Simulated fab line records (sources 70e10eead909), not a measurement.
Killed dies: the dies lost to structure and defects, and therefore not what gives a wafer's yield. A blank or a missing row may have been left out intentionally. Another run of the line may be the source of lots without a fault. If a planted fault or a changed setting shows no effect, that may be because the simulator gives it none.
fab line records :: flow nand-harc
record
  lots=5
  wafers=15
  last-day=33
route steps=1302 shown P_ZERO_WELL@44 END@1302
lots untouched by any fault: they come from a run of this same line in which no faults occurred
start-h: hours from the record's opening day to when the first of the lot's shown wafers began :: wait-h: hours from the lot's prior step to this one :: " the same as in the row above :: L1.1+2: several wafers, shown together as one row :: - no value, or no start given :: * or withheld: withheld :: < > ~ a bound
route shown NAME@n: a module of which the file shows steps, and the number in the route of the first :: usual: the fault-free wafers' mean and standard deviation :: same: alike in all rows :: chamber/n: place in a boat :: sites: each site's reading :: _std_site: standard deviation of those values :: _edge_site: the outer-site mean with the inner-site mean subtracted :: radius-mm: how far each site lies from the wafer's centre :: mask NAME#n: copy n :: behind: the tool/chamber that last shaped the wafer :: hold: why the lot was held/for how many hours/how that ended :: device: the n, p or np transistor that did not switch :: end of line: the same wafers' tests at the end of the route :: a step given without rows: its recipe and nothing more :: killed: the dies lost at the first sort to structure and to defects; this is not the yield of the wafer :: map: dies across one wafer; x = killed, . = not, _ = none there
set.NAME: the setting the step ran with; set.NAME@STEP: the setting that earlier step ran with :: model.NAME: the simulator's own value behind a step, which no gauge read
lots at selected steps of the route; one table per step, one row per wafer
services: from which hour (start-h, from the record's first day; less than 0 if before it) a tool's chamber was out of use, for how many hours, and why
## steps
# step NHARC_P_ZERO_WELL_CD_MEAS_37
# recipe
  target-cd-nm=720
  landing-energy-ev=500
# usual
  cd-nm=720.0/1.7
lot.wafer: L944.2
tool: cd-sem-01
chamber: 0
start-h: 94.68
wait-h: -
cd-nm: 720.0

lot.wafer: L944.4
tool: cd-sem-01
chamber: 0
start-h: 94.68
wait-h: -
cd-nm: 723.9

lot.wafer: L944.6
tool: cd-sem-01
chamber: 0
start-h: 94.68
wait-h: -
cd-nm: 721.4

lot.wafer: L949.3
tool: cd-sem-02
chamber: 0
start-h: 143.99
wait-h: -
cd-nm: 722.7

lot.wafer: L949.4
tool: cd-sem-02
chamber: 0
start-h: 143.99
wait-h: -
cd-nm: 722.7

lot.wafer: L949.6
tool: cd-sem-02
chamber: 0
start-h: 143.99
wait-h: -
cd-nm: 721.5

lot.wafer: L951.1
tool: cd-sem-02
chamber: 0
start-h: 164.16
wait-h: -
cd-nm: 722.9

lot.wafer: L951.2
tool: cd-sem-02
chamber: 0
start-h: 164.16
wait-h: -
cd-nm: 722.3

lot.wafer: L951.4
tool: cd-sem-02
chamber: 0
start-h: 164.16
wait-h: -
cd-nm: 724.3

lot.wafer: L959.2
tool: cd-sem-02
chamber: 0
start-h: 244.03
wait-h: -
cd-nm: 720.4

lot.wafer: L959.3
tool: cd-sem-02
chamber: 0
start-h: 244.03
wait-h: -
cd-nm: 721.8

lot.wafer: L959.5
tool: cd-sem-02
chamber: 0
start-h: 244.03
wait-h: -
cd-nm: 718.7

lot.wafer: L960.1
tool: cd-sem-03
chamber: 0
start-h: 253.98
wait-h: -
cd-nm: 720.3

lot.wafer: L960.2
tool: cd-sem-03
chamber: 0
start-h: 253.98
wait-h: -
cd-nm: 719.0

lot.wafer: L960.5
tool: cd-sem-03
chamber: 0
start-h: 253.98
wait-h: -
cd-nm: 721.5
# step NHARC_P_ZERO_WELL_HARDBAKE_38
# recipe
  temp-c=125
  time-s=80
# step NHARC_P_ZERO_WELL_DESCUM_39
# recipe
  time-s=3
  o2-flow-sccm=200
  ar-flow-sccm=0
  bias-power-w=0
  chemistry=O2
# usual
  drypump-motor-current-A=5.6/0.42
  oes-product-au=0.997/0.0086
  rf-vpp-V=57.9/0.86
  showerhead-plenum-p-Torr=1.94/0.074
  throttle-valve-pct=11.312/0.0093
lot.wafer: L944.4
tool: rie-diel-10
chamber: 0
start-h: 94.84
wait-h: -
drypump-motor-current-A: 5.4
oes-product-au: 1.006
rf-hours-counter-h: 8
rf-vpp-V: 58.6
showerhead-plenum-p-Torr: 1.96
throttle-valve-pct: 11.304

lot.wafer: L944.2
tool: rie-diel-10
chamber: 1
start-h: 94.84
wait-h: -
drypump-motor-current-A: 6.4
oes-product-au: 0.989
rf-hours-counter-h: 8
rf-vpp-V: 57.6
showerhead-plenum-p-Torr: 1.94
throttle-valve-pct: 11.299

lot.wafer: L944.6
tool: rie-diel-10
chamber: 0
start-h: 94.84
wait-h: -
drypump-motor-current-A: 5.4
oes-product-au: 0.999
rf-hours-counter-h: -
rf-vpp-V: 59.7
showerhead-plenum-p-Torr: 1.96
throttle-valve-pct: 11.307

lot.wafer: L949.4
tool: rie-diel-03
chamber: 2
start-h: 144.14
wait-h: -
drypump-motor-current-A: 5.4
oes-product-au: 1.003
rf-hours-counter-h: 13
rf-vpp-V: 59.3
showerhead-plenum-p-Torr: 2.02
throttle-valve-pct: 11.291

lot.wafer: L949.3
tool: rie-diel-03
chamber: 1
start-h: 144.14
wait-h: -
drypump-motor-current-A: 5.7
oes-product-au: 1.013
rf-hours-counter-h: 13
rf-vpp-V: 58.4
showerhead-plenum-p-Torr: 1.85
throttle-valve-pct: 11.318

lot.wafer: L949.6
tool: rie-diel-03
chamber: 2
start-h: 144.14
wait-h: -
drypump-motor-current-A: 5.3
oes-product-au: 1.005
rf-hours-counter-h: -
rf-vpp-V: 59.5
showerhead-plenum-p-Torr: 2.02
throttle-valve-pct: 11.317

lot.wafer: L951.2
tool: rie-diel-09
chamber: 2
start-h: 164.32
wait-h: -
drypump-motor-current-A: 5.2
oes-product-au: 1.000
rf-hours-counter-h: 1
rf-vpp-V: 55.7
showerhead-plenum-p-Torr: 1.88
throttle-valve-pct: 11.313

lot.wafer: L951.1
tool: rie-diel-09
chamber: 0
start-h: 164.32
wait-h: -
drypump-motor-current-A: 5.2
oes-product-au: 1.015
rf-hours-counter-h: 2
rf-vpp-V: 57.2
showerhead-plenum-p-Torr: 1.90
throttle-valve-pct: 11.296

lot.wafer: L951.4
tool: rie-diel-09
chamber: 2
start-h: 164.32
wait-h: -
drypump-motor-current-A: 5.2
oes-product-au: 1.002
rf-hours-counter-h: -
rf-vpp-V: 59.1
showerhead-plenum-p-Torr: 1.88
throttle-valve-pct: 11.291

lot.wafer: L959.2
tool: rie-diel-03
chamber: 0
start-h: 244.21
wait-h: -
drypump-motor-current-A: 5.9
oes-product-au: 1.009
rf-hours-counter-h: 43
rf-vpp-V: 58.4
showerhead-plenum-p-Torr: 1.82
throttle-valve-pct: 11.314

lot.wafer: L959.3
tool: rie-diel-03
chamber: 1
start-h: 244.21
wait-h: -
drypump-motor-current-A: 5.7
oes-product-au: 0.999
rf-hours-counter-h: 45
rf-vpp-V: 57.8
showerhead-plenum-p-Torr: 1.84
throttle-valve-pct: 11.305

lot.wafer: L959.5
tool: rie-diel-03
chamber: 0
start-h: 244.21
wait-h: -
drypump-motor-current-A: 6.0
oes-product-au: 1.009
rf-hours-counter-h: -
rf-vpp-V: 57.4
showerhead-plenum-p-Torr: 1.82
throttle-valve-pct: 11.305

lot.wafer: L960.1
tool: rie-diel-03
chamber: 0
start-h: 254.16
wait-h: -
drypump-motor-current-A: 5.9
oes-product-au: 0.995
rf-hours-counter-h: 45
rf-vpp-V: 56.7
showerhead-plenum-p-Torr: 1.82
throttle-valve-pct: 11.296

lot.wafer: L960.2
tool: rie-diel-03
chamber: 2
start-h: 254.16
wait-h: -
drypump-motor-current-A: 5.4
oes-product-au: 1.001
rf-hours-counter-h: 45
rf-vpp-V: 56.4
showerhead-plenum-p-Torr: 2.01
throttle-valve-pct: 11.315

lot.wafer: L960.5
tool: rie-diel-03
chamber: 0
start-h: 254.16
wait-h: -
drypump-motor-current-A: 5.9
oes-product-au: 0.993
rf-hours-counter-h: -
rf-vpp-V: 57.7
showerhead-plenum-p-Torr: 1.82
throttle-valve-pct: 11.295
# step NHARC_P_ZERO_WELL_IMPLANT_40
# recipe
  energy-kev=300
  dose-cm2=1e+13
  tilt-deg=7
# step NHARC_P_ZERO_WELL_IMPLANT_59
# recipe
  energy-kev=120
  dose-cm2=5e+12
  tilt-deg=7
# step NHARC_P_ZERO_WELL_IMPLANT_60
# recipe
  energy-kev=30
  dose-cm2=2e+12
  tilt-deg=7
# step NHARC_P_ZERO_WELL_STRIP_41
# recipe
  time-s=840
  temp-c=130
  chemistry=SPM
# step NHARC_P_ZERO_WELL_DEHYDRATE_44
# recipe
  temp-c=150
  time-s=120
# step NHARC_P_ZERO_WELL_HMDS_45
# recipe
  time-s=30
# step NHARC_P_ZERO_WELL_COAT_46
# recipe
  spin-rpm=withheld
# step NHARC_P_ZERO_WELL_SOFTBAKE_47
# recipe
  temp-c=122
  time-s=95
# step NHARC_P_ZERO_WELL_EBR_48
# step NHARC_P_ZERO_WELL_EXPOSE_49
# recipe
  na=0.6
  target-cd-nm=2000
  dose-mj=22.64
  mask-id=P_HVPW
# usual
  exposure-dose-mJ-cm2=22.637/0.02
lot.wafer: L944.2
tool: krf-scanner-04
chamber: 0
start-h: 96.18
wait-h: -
mask: P_HVPW#0
exposure-dose-mJ-cm2: 22.616

lot.wafer: L944.4
tool: krf-scanner-04
chamber: 0
start-h: 96.18
wait-h: -
mask: P_HVPW#0
exposure-dose-mJ-cm2: 22.650

lot.wafer: L944.6
tool: krf-scanner-04
chamber: 0
start-h: 96.18
wait-h: -
mask: P_HVPW#0
exposure-dose-mJ-cm2: 22.603

lot.wafer: L949.3
tool: krf-scanner-02
chamber: 0
start-h: 145.47
wait-h: -
mask: P_HVPW#0
exposure-dose-mJ-cm2: 22.672

lot.wafer: L949.4
tool: krf-scanner-02
chamber: 0
start-h: 145.47
wait-h: -
mask: P_HVPW#0
exposure-dose-mJ-cm2: 22.673

lot.wafer: L949.6
tool: krf-scanner-02
chamber: 0
start-h: 145.47
wait-h: -
mask: P_HVPW#0
exposure-dose-mJ-cm2: 22.654

lot.wafer: L951.1
tool: krf-scanner-02
chamber: 0
start-h: 165.54
wait-h: -
mask: P_HVPW_R1#0
exposure-dose-mJ-cm2: 22.627

lot.wafer: L951.2
tool: krf-scanner-02
chamber: 0
start-h: 165.54
wait-h: -
mask: P_HVPW_R1#0
exposure-dose-mJ-cm2: 22.624

lot.wafer: L951.4
tool: krf-scanner-02
chamber: 0
start-h: 165.54
wait-h: -
mask: P_HVPW_R1#0
exposure-dose-mJ-cm2: 22.617

lot.wafer: L959.2
tool: krf-scanner-04
chamber: 0
start-h: 245.41
wait-h: -
mask: P_HVPW#0
exposure-dose-mJ-cm2: 22.648

lot.wafer: L959.3
tool: krf-scanner-04
chamber: 0
start-h: 245.41
wait-h: -
mask: P_HVPW#0
exposure-dose-mJ-cm2: 22.672

lot.wafer: L959.5
tool: krf-scanner-04
chamber: 0
start-h: 245.41
wait-h: -
mask: P_HVPW#0
exposure-dose-mJ-cm2: 22.641

lot.wafer: L960.1
tool: krf-scanner-04
chamber: 0
start-h: 255.34
wait-h: -
mask: P_HVPW#0
exposure-dose-mJ-cm2: 22.659

lot.wafer: L960.2
tool: krf-scanner-04
chamber: 0
start-h: 255.34
wait-h: -
mask: P_HVPW#0
exposure-dose-mJ-cm2: 22.597

lot.wafer: L960.5
tool: krf-scanner-04
chamber: 0
start-h: 255.34
wait-h: -
mask: P_HVPW#0
exposure-dose-mJ-cm2: 22.600
# step NHARC_P_ZERO_WELL_PEB_50
# recipe
  peb-temp-c=118
  peb-time-s=85
# step NHARC_P_ZERO_WELL_DEVELOP_51
# recipe
  time-s=70
# step NHARC_P_ZERO_WELL_CD_MEAS_52
# recipe
  target-cd-nm=2000
  landing-energy-ev=500
# usual
  cd-nm=1999.3/1.8
lot.wafer: L944.2
tool: cd-sem-03
chamber: 0
start-h: 96.33
wait-h: -
cd-nm: 2000.7

lot.wafer: L944.4
tool: cd-sem-03
chamber: 0
start-h: 96.33
wait-h: -
cd-nm: 1998.0

lot.wafer: L944.6
tool: cd-sem-03
chamber: 0
start-h: 96.33
wait-h: -
cd-nm: 1998.6

lot.wafer: L949.3
tool: cd-sem-02
chamber: 0
start-h: 145.62
wait-h: -
cd-nm: 1998.7

lot.wafer: L949.4
tool: cd-sem-02
chamber: 0
start-h: 145.62
wait-h: -
cd-nm: 1998.7

lot.wafer: L949.6
tool: cd-sem-02
chamber: 0
start-h: 145.62
wait-h: -
cd-nm: 2000.5

lot.wafer: L951.1
tool: cd-sem-01
chamber: 0
start-h: 165.70
wait-h: -
cd-nm: 1810.7

lot.wafer: L951.2
tool: cd-sem-01
chamber: 0
start-h: 165.70
wait-h: -
cd-nm: 1810.3

lot.wafer: L951.4
tool: cd-sem-01
chamber: 0
start-h: 165.70
wait-h: -
cd-nm: 1813.4

lot.wafer: L959.2
tool: cd-sem-02
chamber: 0
start-h: 245.56
wait-h: -
cd-nm: 1997.4

lot.wafer: L959.3
tool: cd-sem-02
chamber: 0
start-h: 245.56
wait-h: -
cd-nm: 1996.8

lot.wafer: L959.5
tool: cd-sem-02
chamber: 0
start-h: 245.56
wait-h: -
cd-nm: 1997.8

lot.wafer: L960.1
tool: cd-sem-03
chamber: 0
start-h: 255.50
wait-h: -
cd-nm: 1999.0

lot.wafer: L960.2
tool: cd-sem-03
chamber: 0
start-h: 255.50
wait-h: -
cd-nm: 1996.3

lot.wafer: L960.5
tool: cd-sem-03
chamber: 0
start-h: 255.50
wait-h: -
cd-nm: 1998.5
# step NHARC_P_ZERO_WELL_HARDBAKE_53
# recipe
  temp-c=125
  time-s=80
# step NHARC_P_ZERO_WELL_DESCUM_54
# recipe
  time-s=3
  o2-flow-sccm=200
  ar-flow-sccm=0
  bias-power-w=0
  chemistry=O2
# usual
  drypump-motor-current-A=5.7/0.46
  oes-product-au=0.999/0.011
  rf-vpp-V=57.8/0.88
  showerhead-plenum-p-Torr=1.94/0.078
  throttle-valve-pct=11.310/0.0091
lot.wafer: L944.2
tool: rie-diel-03
chamber: 3
start-h: 96.49
wait-h: -
drypump-motor-current-A: 5.9
oes-product-au: 1.001
rf-hours-counter-h: 54
rf-vpp-V: 57.7
showerhead-plenum-p-Torr: 2.03
throttle-valve-pct: 11.285
model.P_ZERO_WELL.cd-nm: 2001

lot.wafer: L944.4
tool: rie-diel-03
chamber: 2
start-h: 96.49
wait-h: -
drypump-motor-current-A: 5.3
oes-product-au: 0.997
rf-hours-counter-h: 48
rf-vpp-V: 58.0
showerhead-plenum-p-Torr: 2.03
throttle-valve-pct: 11.306
model.P_ZERO_WELL.cd-nm: 1998

lot.wafer: L944.6
tool: rie-diel-03
chamber: 0
start-h: 96.49
wait-h: -
drypump-motor-current-A: 5.9
oes-product-au: 0.983
rf-hours-counter-h: -
rf-vpp-V: 57.6
showerhead-plenum-p-Torr: 1.83
throttle-valve-pct: 11.316
model.P_ZERO_WELL.cd-nm: 1998

lot.wafer: L949.4
tool: rie-diel-03
chamber: 1
start-h: 145.80
wait-h: -
drypump-motor-current-A: 5.7
oes-product-au: 1.013
rf-hours-counter-h: 13
rf-vpp-V: 56.8
showerhead-plenum-p-Torr: 1.85
throttle-valve-pct: 11.305
model.P_ZERO_WELL.cd-nm: 1998

lot.wafer: L949.3
tool: rie-diel-03
chamber: 2
start-h: 145.80
wait-h: -
drypump-motor-current-A: 5.4
oes-product-au: 1.010
rf-hours-counter-h: 13
rf-vpp-V: 58.8
showerhead-plenum-p-Torr: 2.02
throttle-valve-pct: 11.308
model.P_ZERO_WELL.cd-nm: 1999

lot.wafer: L949.6
tool: rie-diel-03
chamber: 3
start-h: 145.80
wait-h: -
drypump-motor-current-A: 5.9
oes-product-au: 1.003
rf-hours-counter-h: -
rf-vpp-V: 58.6
showerhead-plenum-p-Torr: 2.02
throttle-valve-pct: 11.307
model.P_ZERO_WELL.cd-nm: 2000

lot.wafer: L951.1
tool: rie-diel-03
chamber: 3
start-h: 165.87
wait-h: -
drypump-motor-current-A: 5.9
oes-product-au: 1.003
rf-hours-counter-h: 15
rf-vpp-V: 57.3
showerhead-plenum-p-Torr: 2.02
throttle-valve-pct: 11.306
model.P_ZERO_WELL.cd-nm: 1810

lot.wafer: L951.2
tool: rie-diel-03
chamber: 0
start-h: 165.87
wait-h: -
drypump-motor-current-A: 5.9
oes-product-au: 1.002
rf-hours-counter-h: 14
rf-vpp-V: 57.5
showerhead-plenum-p-Torr: 1.83
throttle-valve-pct: 11.310
model.P_ZERO_WELL.cd-nm: 1810

lot.wafer: L951.4
tool: rie-diel-03
chamber: 0
start-h: 165.87
wait-h: -
drypump-motor-current-A: 5.9
oes-product-au: 1.017
rf-hours-counter-h: -
rf-vpp-V: 57.2
showerhead-plenum-p-Torr: 1.83
throttle-valve-pct: 11.309
model.P_ZERO_WELL.cd-nm: 1813

lot.wafer: L959.3
tool: rie-diel-09
chamber: 2
start-h: 245.72
wait-h: -
drypump-motor-current-A: 5.2
oes-product-au: 1.005
rf-hours-counter-h: 28
rf-vpp-V: 56.4
showerhead-plenum-p-Torr: 1.87
throttle-valve-pct: 11.317
model.P_ZERO_WELL.cd-nm: 1998

lot.wafer: L959.2
tool: rie-diel-09
chamber: 0
start-h: 245.72
wait-h: -
drypump-motor-current-A: 5.2
oes-product-au: 0.994
rf-hours-counter-h: 28
rf-vpp-V: 57.5
showerhead-plenum-p-Torr: 1.90
throttle-valve-pct: 11.313
model.P_ZERO_WELL.cd-nm: 1997

lot.wafer: L959.5
tool: rie-diel-09
chamber: 3
start-h: 245.72
wait-h: -
drypump-motor-current-A: 5.7
oes-product-au: 1.002
rf-hours-counter-h: -
rf-vpp-V: 57.9
showerhead-plenum-p-Torr: 1.97
throttle-valve-pct: 11.309
model.P_ZERO_WELL.cd-nm: 1998

lot.wafer: L960.2
tool: rie-diel-03
chamber: 1
start-h: 255.67
wait-h: -
drypump-motor-current-A: 5.7
oes-product-au: 1.012
rf-hours-counter-h: 48
rf-vpp-V: 57.4
showerhead-plenum-p-Torr: 1.84
throttle-valve-pct: 11.301
model.P_ZERO_WELL.cd-nm: 1995

lot.wafer: L960.1
tool: rie-diel-03
chamber: 2
start-h: 255.67
wait-h: -
drypump-motor-current-A: 5.4
oes-product-au: 1.006
rf-hours-counter-h: 45
rf-vpp-V: 58.0
showerhead-plenum-p-Torr: 2.01
throttle-valve-pct: 11.325
model.P_ZERO_WELL.cd-nm: 1999

lot.wafer: L960.5
tool: rie-diel-03
chamber: 1
start-h: 255.67
wait-h: -
drypump-motor-current-A: 5.7
oes-product-au: 1.004
rf-hours-counter-h: -
rf-vpp-V: 57.0
showerhead-plenum-p-Torr: 1.84
throttle-valve-pct: 11.315
model.P_ZERO_WELL.cd-nm: 1998
# step NHARC_P_ZERO_WELL_IMPLANT_55
# recipe
  energy-kev=180
  dose-cm2=8e+11
  tilt-deg=7
# step NHARC_END_SORT_01
# recipe
  temp-c=25
# usual
  killed-at-array=57/20
  killed-at-other=1.3/1.4
  killed-at-periphery=3.4/2.4
  killed-dies=61/19
  killed-open=2.9/1.8
  killed-short=2.5/1.6
# same
  gross-dies=677
lot.wafer: L944.2
tool: prober-02
chamber: 0
start-h: 636.57
wait-h: 2.8
killed-at-array: 65
killed-at-other: 2
killed-at-periphery: 6
killed-dies: 73
killed-open: 3
killed-short: 4

lot.wafer: L944.4
tool: prober-02
chamber: 0
start-h: 638.18
wait-h: 3.4
killed-at-array: 69
killed-at-other: 0
killed-at-periphery: 2
killed-dies: 71
killed-open: 4
killed-short: 6

lot.wafer: L944.6
tool: prober-02
chamber: 0
start-h: 639.79
wait-h: 4.0
killed-at-array: 62
killed-at-other: 0
killed-at-periphery: 5
killed-dies: 67
killed-open: 1
killed-short: 3

lot.wafer: L949.3
tool: prober-01
chamber: 0
start-h: 692.29
wait-h: 3.1
killed-at-array: 54
killed-at-other: 3
killed-at-periphery: 1
killed-dies: 58
killed-open: 2
killed-short: 2

lot.wafer: L949.4
tool: prober-01
chamber: 0
start-h: 693.08
wait-h: 3.4
killed-at-array: 54
killed-at-other: 5
killed-at-periphery: 6
killed-dies: 65
killed-open: 3
killed-short: 0

lot.wafer: L949.6
tool: prober-01
chamber: 0
start-h: 694.67
wait-h: 4.0
killed-at-array: 57
killed-at-other: 1
killed-at-periphery: 5
killed-dies: 63
killed-open: 3
killed-short: 3

lot.wafer: L951.1
tool: prober-01
chamber: 0
start-h: 705.14
wait-h: 2.4
killed-at-array: 62
killed-at-other: 0
killed-at-periphery: 2
killed-dies: 64
killed-open: 1
killed-short: 0

lot.wafer: L951.2
tool: prober-01
chamber: 0
start-h: 705.95
wait-h: 2.8
killed-at-array: 59
killed-at-other: 1
killed-at-periphery: 7
killed-dies: 67
killed-open: 0
killed-short: 3

lot.wafer: L951.4
tool: prober-01
chamber: 0
start-h: 707.58
wait-h: 3.4
killed-at-array: 54
killed-at-other: 0
killed-at-periphery: 3
killed-dies: 57
killed-open: 3
killed-short: 1
# killed by level:class
L944.2 A_CHANNEL_HOLE_D2:chamber-film-flake=28 A_CHANNEL_HOLE_D1:chamber-film-flake=23 A_M0:chamber-film-flake=4 P_CONTACT:chamber-film-flake=2 A_STAIRCASE:chamber-film-flake=2 A_CONTACT:chamber-film-flake=2 P_CONTACT:geometric-particle:open=1 P_M2:geometric-particle:open=1
L944.4 A_CHANNEL_HOLE_D1:chamber-film-flake=29 A_CHANNEL_HOLE_D2:chamber-film-flake=28 A_STAIRCASE:chamber-film-flake=2 P_M1:geometric-particle:short=1 A_ONON_D1:geometric-particle:short=1 A_CHANNEL_FILL_D1:geometric-particle:open=1 A_DECK1_JOINT:geometric-particle:short=1 A_ONON_D2:geometric-particle:open=1
L944.6 A_CHANNEL_HOLE_D1:chamber-film-flake=35 A_CHANNEL_HOLE_D2:chamber-film-flake=19 P_M1:geometric-particle:short=2 P_CONTACT:chamber-film-flake=2 A_CHANNEL_FILL_D1:chamber-film-flake=2 A_CONTACT:chamber-film-flake=2 A_ONON_D1:geometric-particle:short=1 A_CONTACT:geometric-particle:open=1
L949.3 A_SLIT:chamber-film-flake=33 A_STAIRCASE:chamber-film-flake=6 A_CHANNEL_HOLE_D1:chamber-film-flake=5 THIN_TSV:chamber-film-flake=3 A_CHANNEL_FILL_D2:chamber-film-flake=2 A_DECK1_JOINT:geometric-particle:open=1 A_ONON_D2:geometric-particle:short=1 A_SGD_CUT:geometric-particle:short=1
L949.4 A_SLIT:chamber-film-flake=33 A_CHANNEL_HOLE_D1:chamber-film-flake=9 THIN_TSV:chamber-film-flake=5 A_STAIRCASE:chamber-film-flake=4 A_CONTACT:chamber-film-flake=4 P_GATE:chamber-film-flake=3 P_M2:chamber-film-flake=2 P_M0:geometric-particle:open=1
L949.6 A_SLIT:chamber-film-flake=32 A_CHANNEL_HOLE_D1:chamber-film-flake=10 P_GATE:chamber-film-flake=3 A_WL_FILL:geometric-particle:short=2 P_STI:chamber-film-flake=2 A_CHANNEL_FILL_D2:chamber-film-flake=2 A_STAIRCASE:chamber-film-flake=2 A_WL_FILL:chamber-film-flake=2
L951.1 A_CHANNEL_HOLE_D1:chamber-film-flake=39 A_CHANNEL_HOLE_D2:chamber-film-flake=15 A_STAIRCASE:chamber-film-flake=3 A_DECK1_JOINT:chamber-film-flake=2 A_SLIT:chamber-film-flake=2 P_ZERO_WELL:area-expose=2 A_SGD_CUT:geometric-particle:open=1
L951.2 A_CHANNEL_HOLE_D1:chamber-film-flake=27 A_CHANNEL_HOLE_D2:chamber-film-flake=22 A_STAIRCASE:chamber-film-flake=3 P_ZERO_WELL:area-expose=3 P_M0:chamber-film-flake=2 A_SLIT:chamber-film-flake=2 A_CHANNEL_FILL_D1:geometric-particle:short=1 A_STAIRCASE:geometric-particle:short=1
L951.4 A_CHANNEL_HOLE_D1:chamber-film-flake=24 A_CHANNEL_HOLE_D2:chamber-film-flake=19 A_CHANNEL_FILL_D1:geometric-particle:open=2 P_GATE:chamber-film-flake=2 A_STAIRCASE:chamber-film-flake=2 A_SLIT:chamber-film-flake=2 A_ONON_D1:geometric-particle:short=1 A_BLC:geometric-particle:open=1
## services
tool: krf-scanner-04
chamber: -
start-h: 78.97
hours: 0.2
kind: repair

tool: rie-diel-03
chamber: 0
start-h: 85.87
hours: -
kind: clean

tool: rie-diel-03
chamber: 1
start-h: 85.87
hours: -
kind: clean

tool: rie-diel-03
chamber: 2
start-h: 85.87
hours: -
kind: clean

tool: rie-diel-03
chamber: 3
start-h: 85.87
hours: -
kind: clean

tool: krf-scanner-02
chamber: -
start-h: 101.96
hours: 4.0
kind: pm

tool: rie-diel-09
chamber: 1
start-h: 103.60
hours: 1.6
kind: repair

tool: rie-diel-03
chamber: -
start-h: 105.37
hours: 9.0
kind: pm

tool: rie-diel-03
chamber: 0
start-h: 105.37
hours: 9.0
kind: vent-cycle

tool: rie-diel-03
chamber: 1
start-h: 105.37
hours: 10.4
kind: vent-cycle

tool: krf-scanner-02
chamber: -
start-h: 118.45
hours: 5.7
kind: repair

tool: rie-diel-09
chamber: -
start-h: 147.79
hours: 1.0
kind: repair

tool: rie-diel-10
chamber: 0
start-h: 154.04
hours: 18.7
kind: repair

tool: rie-diel-03
chamber: 2
start-h: 162.43
hours: 8.3
kind: repair

tool: rie-diel-09
chamber: 1
start-h: 163.70
hours: 5.1
kind: repair

tool: rie-diel-10
chamber: 2
start-h: 169.91
hours: 4.2
kind: repair

tool: krf-scanner-04
chamber: -
start-h: 175.64
hours: 1.3
kind: repair

tool: krf-scanner-04
chamber: -
start-h: 182.00
hours: 4.0
kind: pm

tool: rie-diel-03
chamber: -
start-h: 210.27
hours: 0.7
kind: repair

tool: krf-scanner-04
chamber: -
start-h: 214.45
hours: 0.2
kind: repair

tool: rie-diel-10
chamber: 3
start-h: 214.92
hours: 5.4
kind: repair

tool: rie-diel-10
chamber: -
start-h: 242.54
hours: 9.0
kind: pm

tool: rie-diel-09
chamber: -
start-h: 246.98
hours: 0.6
kind: repair

tool: rie-diel-03
chamber: 3
start-h: 255.45
hours: 1.2
kind: repair
## key
first-sign
  step=NHARC_P_ZERO_WELL_EXPOSE_49
  reading=mask
  direction=changed
effect
  step=NHARC_P_ZERO_WELL_CD_MEAS_52
  reading=cd-nm
  direction=down
  sigmas=99+
  usual=1999.3
  struck=1811.5
model-effect
  step=NHARC_P_ZERO_WELL_DESCUM_54
  value=P_ZERO_WELL.cd-nm
  without=1999
  struck=1811
met-at NHARC_P_ZERO_WELL_EXPOSE_49
struck-wafers L951.1,L951.2,L951.4
tester-left-out L951
onset-between 145.47 165.54
fault
  kind=wrong-mask
  tool=any
  chamber=-
  onset-h=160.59
  steps=NHARC_P_ZERO_WELL_EXPOSE_49
  aux-copy=P_HVPW_R1#0
  cd-offset-nm=-188.37
  scope=struck-lots-only
# tester-left-out: of these lots the tester's yield and bins aren't shown, on N5 and GAA mostly nor the transistor test; their killed dies are dies lost to structure and defects alone, not to doping, threshold or leakage, so they don't give the yield
